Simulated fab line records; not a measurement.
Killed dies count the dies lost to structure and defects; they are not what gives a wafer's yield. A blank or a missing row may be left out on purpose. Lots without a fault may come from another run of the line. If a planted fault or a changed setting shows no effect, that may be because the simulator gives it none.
Which tool was responsible? :: flow n5 finfet :: 24 lots with 72 wafers sampled at 3 steps, on a route of 1938 steps

== WHAT THE GAUGES SHOWED, per wafer ==
N5_BEOL_M13_OCD_MEAS_35.
lot: L074
measured: day 10 15:57
on: ocd-02
trench depth nm (nm): 419 427 423

lot: L076
measured: day 11 04:30
on: ocd-01
trench depth nm (nm): 418 411 409

lot: L075
measured: day 11 04:36
on: ocd-01
trench depth nm (nm): 408 408 402

lot: L077
measured: day 11 17:38
on: ocd-02
trench depth nm (nm): 420 414 418

lot: L079
measured: day 11 23:37
on: ocd-01
trench depth nm (nm): 419 418 427

lot: L078
measured: day 12 01:58
on: ocd-01
trench depth nm (nm): 414 412 410

lot: L080
measured: day 12 06:59
on: ocd-02
trench depth nm (nm): 410 419 411

lot: L081
measured: day 13 04:03
on: ocd-02
trench depth nm (nm): 406 408 409

lot: L082
measured: day 13 15:29
on: ocd-01
trench depth nm (nm): 411 410 414

lot: L083
measured: day 13 21:54
on: ocd-01
trench depth nm (nm): 420 407 404

lot: L084
measured: day 14 12:08
on: ocd-02
trench depth nm (nm): 410 409 409

lot: L087
measured: day 14 23:20
on: ocd-02
trench depth nm (nm): 411 408 407

lot: L086
measured: day 14 23:53
on: ocd-01
trench depth nm (nm): 405 420 419

lot: L085
measured: day 15 00:12
on: ocd-01
trench depth nm (nm): 412 412 404

lot: L088
measured: day 15 02:47
on: ocd-02
trench depth nm (nm): 418 407 405

lot: L089
measured: day 15 04:12
on: ocd-01
trench depth nm (nm): 414 413 408

lot: L090
measured: day 15 04:36
on: ocd-02
trench depth nm (nm): 409 418 408

lot: L091
measured: day 15 18:09
on: ocd-01
trench depth nm (nm): 405 417 409

lot: L092
measured: day 15 22:03
on: ocd-01
trench depth nm (nm): 410 408 410

lot: L094
measured: day 16 02:02
on: ocd-02
trench depth nm (nm): 415 413 412

lot: L093
measured: day 16 02:54
on: ocd-02
trench depth nm (nm): 412 407 413

lot: L095
measured: day 16 14:11
on: ocd-01
trench depth nm (nm): 402 420 405

lot: L096
measured: day 17 14:43
on: ocd-02
trench depth nm (nm): 409 413 417

lot: L097
measured: day 17 23:21
on: ocd-02
trench depth nm (nm): 406 403 415

N5_BEOL_M13_RS_MEAS_54: measurement is done with a four-point probe.
lot: L074
measured: day 10 19:26
on: film metro-02
M13_RS (ohm/sq): 0.0443 0.0436 0.0439

lot: L076
measured: day 11 06:40
on: film metro-01
M13_RS (ohm/sq): 0.0446 0.0452 0.0454

lot: L075
measured: day 11 12:36
on: film metro-02
M13_RS (ohm/sq): 0.0456 0.0456 0.0463

lot: L077
measured: day 11 20:52
on: film metro-02
M13_RS (ohm/sq): 0.0443 0.0447 0.0445

lot: L079
measured: day 12 05:16
on: film metro-01
M13_RS (ohm/sq): 0.0446 0.0446 0.0436

lot: L078
measured: day 12 09:37
on: film metro-01
M13_RS (ohm/sq): 0.0448 0.0450 0.0453

lot: L080
measured: day 12 11:48
on: film metro-01
M13_RS (ohm/sq): 0.0452 0.0442 0.0450

lot: L081
measured: day 13 13:29
on: film metro-01
M13_RS (ohm/sq): 0.0457 0.0455 0.0452

lot: L082
measured: day 13 20:35
on: film metro-02
M13_RS (ohm/sq): 0.0451 0.0455 0.0450

lot: L083
measured: day 14 01:14
on: film metro-01
M13_RS (ohm/sq): 0.0443 0.0456 0.0461

lot: L084
measured: day 14 15:38
on: film metro-01
M13_RS (ohm/sq): 0.0454 0.0452 0.0455

lot: L087
measured: day 15 04:05
on: film metro-01
M13_RS (ohm/sq): 0.0453 0.0457 0.0457

lot: L086
measured: day 15 04:56
on: film metro-02
M13_RS (ohm/sq): 0.0458 0.0441 0.0444

lot: L085
measured: day 15 05:18
on: film metro-01
M13_RS (ohm/sq): 0.0450 0.0450 0.0461

lot: L088
measured: day 15 05:57
on: film metro-02
M13_RS (ohm/sq): 0.0447 0.0457 0.0458

lot: L089
measured: day 15 07:49
on: film metro-02
M13_RS (ohm/sq): 0.0449 0.0450 0.0456

lot: L090
measured: day 15 08:23
on: film metro-01
M13_RS (ohm/sq): 0.0457 0.0448 0.0460

lot: L091
measured: day 16 01:16
on: film metro-01
M13_RS (ohm/sq): 0.0458 0.0447 0.0453

lot: L092
measured: day 16 05:11
on: film metro-01
M13_RS (ohm/sq): 0.0454 0.0456 0.0456

lot: L094
measured: day 16 06:13
on: film metro-02
M13_RS (ohm/sq): 0.0447 0.0450 0.0452

lot: L093
measured: day 16 12:01
on: film metro-01
M13_RS (ohm/sq): 0.0450 0.0457 0.0451

lot: L095
measured: day 16 16:09
on: film metro-01
M13_RS (ohm/sq): 0.0462 0.0443 0.0459

lot: L096
measured: day 17 17:08
on: film metro-02
M13_RS (ohm/sq): 0.0455 0.0449 0.0446

lot: L097
measured: day 18 01:50
on: film metro-02
M13_RS (ohm/sq): 0.0457 0.0459 0.0447

== WHICH TOOL RAN EACH LOT (tool, then ch and the chambers of the sampled wafers, then the start) ==
lot: L074
N5_BEOL_M13_STRIP_63: plasma asher-01 ch 0, day 10 14:41

lot: L076
N5_BEOL_M13_STRIP_63: plasma asher-02 ch 0,1, day 11 03:02

lot: L075
N5_BEOL_M13_STRIP_63: plasma asher-02 ch 0,1, day 11 03:17

lot: L077
N5_BEOL_M13_STRIP_63: plasma asher-02 ch 1, day 11 16:17

lot: L079
N5_BEOL_M13_STRIP_63: plasma asher-02 ch 0,1, day 11 22:18

lot: L078
N5_BEOL_M13_STRIP_63: plasma asher-01 ch 0,1, day 12 00:46

lot: L080
N5_BEOL_M13_STRIP_63: plasma asher-01 ch 0,1, day 12 05:47

lot: L081
N5_BEOL_M13_STRIP_63: plasma asher-01 ch 0,1, day 13 02:44

lot: L082
N5_BEOL_M13_STRIP_63: plasma asher-01 ch 0,1, day 13 14:15

lot: L083
N5_BEOL_M13_STRIP_63: plasma asher-02 ch 0,1, day 13 20:43

lot: L084
N5_BEOL_M13_STRIP_63: plasma asher-01 ch 0,1, day 14 10:48

lot: L087
N5_BEOL_M13_STRIP_63: plasma asher-01 ch 0,1, day 14 22:10

lot: L086
N5_BEOL_M13_STRIP_63: plasma asher-02 ch 0,1, day 14 22:33

lot: L085
N5_BEOL_M13_STRIP_63: plasma asher-01 ch 0,1, day 14 22:53

lot: L088
N5_BEOL_M13_STRIP_63: plasma asher-01 ch 0,1, day 15 01:34

lot: L089
N5_BEOL_M13_STRIP_63: plasma asher-01 ch 0,1, day 15 02:54

lot: L090
N5_BEOL_M13_STRIP_63: plasma asher-02 ch 0,1, day 15 03:15

lot: L091
N5_BEOL_M13_STRIP_63: plasma asher-02 ch 0,1, day 15 16:56

lot: L092
N5_BEOL_M13_STRIP_63: plasma asher-02 ch 0,1, day 15 20:44

lot: L094
N5_BEOL_M13_STRIP_63: plasma asher-01 ch 0,1, day 16 00:49

lot: L093
N5_BEOL_M13_STRIP_63: plasma asher-01 ch 0,1, day 16 01:43

lot: L095
N5_BEOL_M13_STRIP_63: plasma asher-02 ch 0,1, day 16 12:59

lot: L096
N5_BEOL_M13_STRIP_63: plasma asher-01 ch 0,1, day 17 13:03

lot: L097
N5_BEOL_M13_STRIP_63: plasma asher-01 ch 0,1, day 17 22:01
- N5_BEOL_M13_STRIP_63: strips in N2/H2.

== WHAT THE TOOLS THEMSELVES READ (means of the sampled wafers that have a number; where no wafer has one, the mark that the record gives instead) ==
N5_BEOL_M13_STRIP_63.
lot: L074
tool: plasma asher-01
drypump motor current A (A): 5.3
heater power w (W): 399
oes product au (a.u.): 0.677
strip time to endpoint s (s): 27.8

lot: L076
tool: plasma asher-02
drypump motor current A (A): 5.9
heater power w (W): 313
oes product au (a.u.): 0.674
strip time to endpoint s (s): 28.3

lot: L075
tool: plasma asher-02
drypump motor current A (A): 5.9
heater power w (W): 315
oes product au (a.u.): 0.674
strip time to endpoint s (s): 28.2

lot: L077
tool: plasma asher-02
drypump motor current A (A): 5.4
heater power w (W): 325
oes product au (a.u.): 0.679
strip time to endpoint s (s): 29.0

lot: L079
tool: plasma asher-02
drypump motor current A (A): 5.9
heater power w (W): 307
oes product au (a.u.): 0.676
strip time to endpoint s (s): 27.8

lot: L078
tool: plasma asher-01
drypump motor current A (A): 5.7
heater power w (W): 377
oes product au (a.u.): 0.677
strip time to endpoint s (s): 27.4

lot: L080
tool: plasma asher-01
drypump motor current A (A): 6.1
heater power w (W): 348
oes product au (a.u.): 0.671
strip time to endpoint s (s): 26.7

lot: L081
tool: plasma asher-01
drypump motor current A (A): 5.7
heater power w (W): 375
oes product au (a.u.): 0.674
strip time to endpoint s (s): 27.5

lot: L082
tool: plasma asher-01
drypump motor current A (A): 5.7
heater power w (W): 379
oes product au (a.u.): 0.675
strip time to endpoint s (s): 28.4

lot: L083
tool: plasma asher-02
drypump motor current A (A): 5.7
heater power w (W): 321
oes product au (a.u.): 0.675
strip time to endpoint s (s): 27.7

lot: L084
tool: plasma asher-01
drypump motor current A (A): 6.0
heater power w (W): 354
oes product au (a.u.): 0.676
strip time to endpoint s (s): 28.1

lot: L087
tool: plasma asher-01
drypump motor current A (A): 5.7
heater power w (W): 372
oes product au (a.u.): 0.672
strip time to endpoint s (s): 25.7

lot: L086
tool: plasma asher-02
drypump motor current A (A): 5.7
heater power w (W): 318
oes product au (a.u.): 0.673
strip time to endpoint s (s): 28.3

lot: L085
tool: plasma asher-01
drypump motor current A (A): 6.0
heater power w (W): 356
oes product au (a.u.): 0.676
strip time to endpoint s (s): 27.8

lot: L088
tool: plasma asher-01
drypump motor current A (A): 5.7
heater power w (W): 375
oes product au (a.u.): 0.676
strip time to endpoint s (s): 28.3

lot: L089
tool: plasma asher-01
drypump motor current A (A): 6.0
heater power w (W): 351
oes product au (a.u.): 0.675
strip time to endpoint s (s): 28.4

lot: L090
tool: plasma asher-02
drypump motor current A (A): 5.9
heater power w (W): 308
oes product au (a.u.): 0.678
strip time to endpoint s (s): 27.9

lot: L091
tool: plasma asher-02
drypump motor current A (A): 5.9
heater power w (W): 306
oes product au (a.u.): 0.676
strip time to endpoint s (s): 27.7

lot: L092
tool: plasma asher-02
drypump motor current A (A): 5.9
heater power w (W): 307
oes product au (a.u.): 0.671
strip time to endpoint s (s): 28.3

lot: L094
tool: plasma asher-01
drypump motor current A (A): 5.7
heater power w (W): 378
oes product au (a.u.): 0.670
strip time to endpoint s (s): 27.2

lot: L093
tool: plasma asher-01
drypump motor current A (A): 6.0
heater power w (W): 348
oes product au (a.u.): 0.671
strip time to endpoint s (s): 27.1

lot: L095
tool: plasma asher-02
drypump motor current A (A): 5.7
heater power w (W): 318
oes product au (a.u.): 0.673
strip time to endpoint s (s): 28.3

lot: L096
tool: plasma asher-01
drypump motor current A (A): 5.7
heater power w (W): 377
oes product au (a.u.): 0.674
strip time to endpoint s (s): 27.5

lot: L097
tool: plasma asher-01
drypump motor current A (A): 5.7
heater power w (W): 379
oes product au (a.u.): 0.668
strip time to endpoint s (s): 28.2

== THE ANSWER, worked out from the rows above alone ==
Rule: the usual values come from the lots themselves. Put in order of their means at a reading, lots are off if they are a third of the lots or fewer, leave a main group of 4 or more, and stand apart from it by a gap of 3 or more times the standard deviation of the main group's means; of several such gaps the widest counts. A main group whose means are all the same, to the digits that the tables above print for the reading, isn't used. Also off: a lot with no number at a reading for which 4 or more lots have one. Where the step has rows for the other lots, those lots are counted as sound. After the gauges, taken in route order, come the tools' own readings; for these a lot's mean is taken, as printed above. The first step at which some lot is off is used, and at that step the reading that is off furthest; a lot without a number counts as furthest.
No lot is off on any of the readings shown, so nothing can be concluded from this.

== WHAT THE SIMULATOR HAD PUT IN ==
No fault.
